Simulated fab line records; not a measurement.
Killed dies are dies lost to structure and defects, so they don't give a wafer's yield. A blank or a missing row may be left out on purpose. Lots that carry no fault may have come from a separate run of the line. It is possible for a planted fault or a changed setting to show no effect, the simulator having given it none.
Matching of chambers | flow n5 finfet | N5_BEOL_M7_DESCUM_33 on rie diel-01: 4 sister chambers
The step chemistry O2, time 7 s. 18 wafers are shown with their chamber, then 9 later ones without.

== WAFERS PAIRED WITH THEIR CHAMBERS ==
wafer  | chamber | showerhead plenum p Torr (Torr) | drypump motor current A (A) | throttle valve pct (%)
L074.1 | 3       | 2.20                            | 6.2                         | 20.36
L074.3 | 2       | 2.17                            | 5.6                         | 20.44
L074.5 | 2       | 2.17                            | 5.6                         | 20.44
L080.2 | 3       | 2.20                            | 6.2                         | 20.37
L080.3 | 0       | 2.02                            | 5.1                         | 20.28
L080.6 | 2       | 2.16                            | 5.7                         | 20.46
L083.3 | 1       | 2.05                            | 5.9                         | 20.69
L083.4 | 0       | 2.02                            | 5.1                         | 20.28
L083.6 | 3       | 2.20                            | 6.2                         | 20.35
L084.1 | 1       | 2.05                            | 6.0                         | 20.70
L084.5 | 0       | 2.02                            | 5.1                         | 20.29
L084.6 | 3       | 2.20                            | 6.2                         | 20.37
L086.1 | 2       | 2.16                            | 5.7                         | 20.47
L086.4 | 1       | 2.05                            | 5.9                         | 20.71
L086.5 | 3       | 2.20                            | 6.2                         | 20.40
L088.1 | 1       | 2.05                            | 6.0                         | 20.71
L088.2 | 0       | 2.01                            | 5.1                         | 20.31
L088.4 | 3       | 2.20                            | 6.2                         | 20.38

SIGNATURES (means of the wafers above)
reading                  | chamber 0 | chamber 1 | chamber 2 | chamber 3 | scatter within a chamber
showerhead plenum p Torr | 2.0175    | 2.0500    | 2.1650    | 2.2000    | 0.00354
drypump motor current A  | 5.100     | 5.950     | 5.650     | 6.200     | 0.0378
throttle valve pct       | 20.2900   | 20.7025   | 20.4525   | 20.3717   | 0.0147
Rule: a wafer's distance from a chamber is the root of the sum, over the readings, of the square of ((its reading less the chamber's mean) divided by the reading's scatter). The wafer belongs to the nearest chamber; if the next one is less than 2 further off, it can't be placed. The scatter is the square root of a quotient: the sum, over the shown wafers, of each reading's squared deviation from its chamber's mean, divided by wafers minus chambers.

== WAFERS WITHOUT THEIR CHAMBER ==
wafer  | showerhead plenum p Torr (Torr) | drypump motor current A (A) | throttle valve pct (%)
L091.4 | 2.16                            | 5.6                         | 20.49
L091.5 | 2.04                            | 5.9                         | 20.72
L091.6 | 2.01                            | 5.1                         | 20.31
L093.1 | 2.01                            | 5.1                         | 20.32
L093.4 | 2.04                            | 6.0                         | 20.72
L093.5 | 2.16                            | 5.7                         | 20.48
L095.1 | 2.15                            | 5.6                         | 20.49
L095.3 | 2.04                            | 6.0                         | 20.73
L095.6 | 2.15                            | 5.7                         | 20.48

== WHICH CHAMBER EACH WENT THROUGH ==
wafer  | from the rows above | in truth
L091.4 | 2                   | 2
L091.5 | 1                   | 1
L091.6 | 0                   | 0
L093.1 | 0                   | 0
L093.4 | 1                   | 1
L093.5 | 2                   | 2
L095.1 | 2                   | 2
L095.3 | 1                   | 1
L095.6 | 2                   | 2
Correct placement for 9 of the 9. Left unplaced by these rows: 0. 0 placed wrongly.
